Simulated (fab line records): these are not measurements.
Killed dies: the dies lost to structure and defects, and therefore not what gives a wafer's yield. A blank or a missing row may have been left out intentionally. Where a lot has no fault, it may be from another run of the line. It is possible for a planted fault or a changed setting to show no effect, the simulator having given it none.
Split-lot study / flow n5Finfet / 21 wafers read from 7 lots, route of 1938 steps

THE SPLIT ITSELF
At N5_SD_EPI_N_ETCH_16 (etches SiO2 in CHF3/O2, target depth 5 nm), the setting targetDepthA was moved away from the recipe's 50 angstrom on 7 of the 21 wafers read, by -11.6% to +9.7%. The other wafers ran this setting at the recipe's value.

The reading comes from the split's own step.

THE READING
etch.depthNm (the simulator's own value, which no gauge read), in nm, at N5_SD_EPI_N_ETCH_16 (etches SiO2 in CHF3/O2, target depth 5 nm). There is no usual value for it anywhere in the file. Across the 14 wafers here that went through the recipe, the average is 4.953 nm and the standard deviation 0.082 nm.

wafer=L076.1; tool, chamber at the split=rieDiel-03, 3; targetDepthA as run, angstrom=50; against the recipe=recipe; etch.depthNm, nm=4.829; against lot-mates on the recipe=-
wafer=L076.3; tool, chamber at the split=rieDiel-03, 1; targetDepthA as run, angstrom=50; against the recipe=recipe; etch.depthNm, nm=4.936; against lot-mates on the recipe=-
wafer=L076.6; tool, chamber at the split=rieDiel-03, 3; targetDepthA as run, angstrom=50; against the recipe=recipe; etch.depthNm, nm=4.826; against lot-mates on the recipe=-
wafer=L079.2; tool, chamber at the split=rieDiel-06, 0; targetDepthA as run, angstrom=48.38; against the recipe=-3.2%; etch.depthNm, nm=4.814; against lot-mates on the recipe=-0.115
wafer=L079.3; tool, chamber at the split=rieDiel-06, 2; targetDepthA as run, angstrom=50; against the recipe=recipe; etch.depthNm, nm=4.94; against lot-mates on the recipe=-
wafer=L079.5; tool, chamber at the split=rieDiel-06, 2; targetDepthA as run, angstrom=50; against the recipe=recipe; etch.depthNm, nm=4.919; against lot-mates on the recipe=-
wafer=L080.2; tool, chamber at the split=rieDiel-06, 0; targetDepthA as run, angstrom=44.19; against the recipe=-11.6%; etch.depthNm, nm=4.364; against lot-mates on the recipe=-0.567
wafer=L080.4; tool, chamber at the split=rieDiel-06, 2; targetDepthA as run, angstrom=44.19; against the recipe=-11.6%; etch.depthNm, nm=4.373; against lot-mates on the recipe=-0.558
wafer=L080.6; tool, chamber at the split=rieDiel-06, 0; targetDepthA as run, angstrom=50; against the recipe=recipe; etch.depthNm, nm=4.931; against lot-mates on the recipe=-
wafer=L084.3; tool, chamber at the split=rieDiel-03, 1; targetDepthA as run, angstrom=50; against the recipe=recipe; etch.depthNm, nm=4.973; against lot-mates on the recipe=-
wafer=L084.4; tool, chamber at the split=rieDiel-03, 0; targetDepthA as run, angstrom=53.91; against the recipe=+7.8%; etch.depthNm, nm=5.473; against lot-mates on the recipe=+0.500
wafer=L084.6; tool, chamber at the split=rieDiel-03, 2; targetDepthA as run, angstrom=53.91; against the recipe=+7.8%; etch.depthNm, nm=5.577; against lot-mates on the recipe=+0.604
wafer=L088.2; tool, chamber at the split=rieDiel-06, 1; targetDepthA as run, angstrom=54.83; against the recipe=+9.7%; etch.depthNm, nm=5.52; against lot-mates on the recipe=+0.718
wafer=L088.4; tool, chamber at the split=rieDiel-06, 3; targetDepthA as run, angstrom=50; against the recipe=recipe; etch.depthNm, nm=4.802; against lot-mates on the recipe=-
wafer=L088.6; tool, chamber at the split=rieDiel-06, 0; targetDepthA as run, angstrom=54.83; against the recipe=+9.7%; etch.depthNm, nm=5.366; against lot-mates on the recipe=+0.564
wafer=L094.1; tool, chamber at the split=rieDiel-03, 2; targetDepthA as run, angstrom=50; against the recipe=recipe; etch.depthNm, nm=5.043; against lot-mates on the recipe=-
wafer=L094.3; tool, chamber at the split=rieDiel-03, 0; targetDepthA as run, angstrom=50; against the recipe=recipe; etch.depthNm, nm=5.013; against lot-mates on the recipe=-
wafer=L094.5; tool, chamber at the split=rieDiel-03, 0; targetDepthA as run, angstrom=50; against the recipe=recipe; etch.depthNm, nm=5.003; against lot-mates on the recipe=-
wafer=L097.1; tool, chamber at the split=rieDiel-03, 2; targetDepthA as run, angstrom=50; against the recipe=recipe; etch.depthNm, nm=5.056; against lot-mates on the recipe=-
wafer=L097.2; tool, chamber at the split=rieDiel-03, 0; targetDepthA as run, angstrom=50; against the recipe=recipe; etch.depthNm, nm=5.047; against lot-mates on the recipe=-
wafer=L097.6; tool, chamber at the split=rieDiel-03, 0; targetDepthA as run, angstrom=50; against the recipe=recipe; etch.depthNm, nm=5.022; against lot-mates on the recipe=-

FIT RESULTS
A straight line over all 21 wafers: etch.depthNm changes by +0.0548 nm for each +1% of targetDepthA; r = +0.96; the points scatter about the line by 0.091 nm.
The same after taking each lot's own level away (the mean of its wafers on the recipe; 21 wafers): +0.058 nm for each +1%; r = +0.98; scatter 0.06 nm.
Per that fit: largest targetDepthA move, reading shift of 0.67 nm.
From 4.8020 to 5.0417 nm: that is the span of the lots' own levels, equal to 2.9 times the standard deviation above.
The two slopes agree, so the slope changes little with the lot-to-lot level.
Check: with one of the wafers moved furthest among these (-11.6%) left out of the fit, the line predicts -0.675 nm for it against its lot-mates. Against them it came out at -0.567 nm.

OTHER SPLITS APPLIED TO THESE WAFERS
Other splits were also applied to these wafers ahead of the reading. Each is held against what the fit with the lots' levels taken away leaves over:
other split on the same wafers=N5_WELL_APT_EXPOSE_05 doseMj; wafers away from the commonest value=6; r with etch.depthNm (lot level and that fit taken away)=+0.07
other split on the same wafers=N5_WELL_APT_DEVELOP_07 developTimeS; wafers away from the commonest value=6; r with etch.depthNm (lot level and that fit taken away)=+0.10
other split on the same wafers=N5_PMOS_HMC_CHANNEL_EPI_PEB_07 pebTempC; wafers away from the commonest value=4; r with etch.depthNm (lot level and that fit taken away)=-0.24
other split on the same wafers=N5_DUMMY_GATE_PECVD_30 timeS; wafers away from the commonest value=7; r with etch.depthNm (lot level and that fit taken away)=+0.21
other split on the same wafers=N5_DUMMY_GATE_COAT_28 spinRpm; wafers away from the commonest value=6; r with etch.depthNm (lot level and that fit taken away)=-0.08
other split on the same wafers=N5_SD_EPI_N_ETCH_45 targetDepthA; wafers away from the commonest value=10; r with etch.depthNm (lot level and that fit taken away)=+0.45

FILE'S OWN FIT
etch.depthNm changes by +0.0581 nm for each +1% of targetDepthA, r = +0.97.
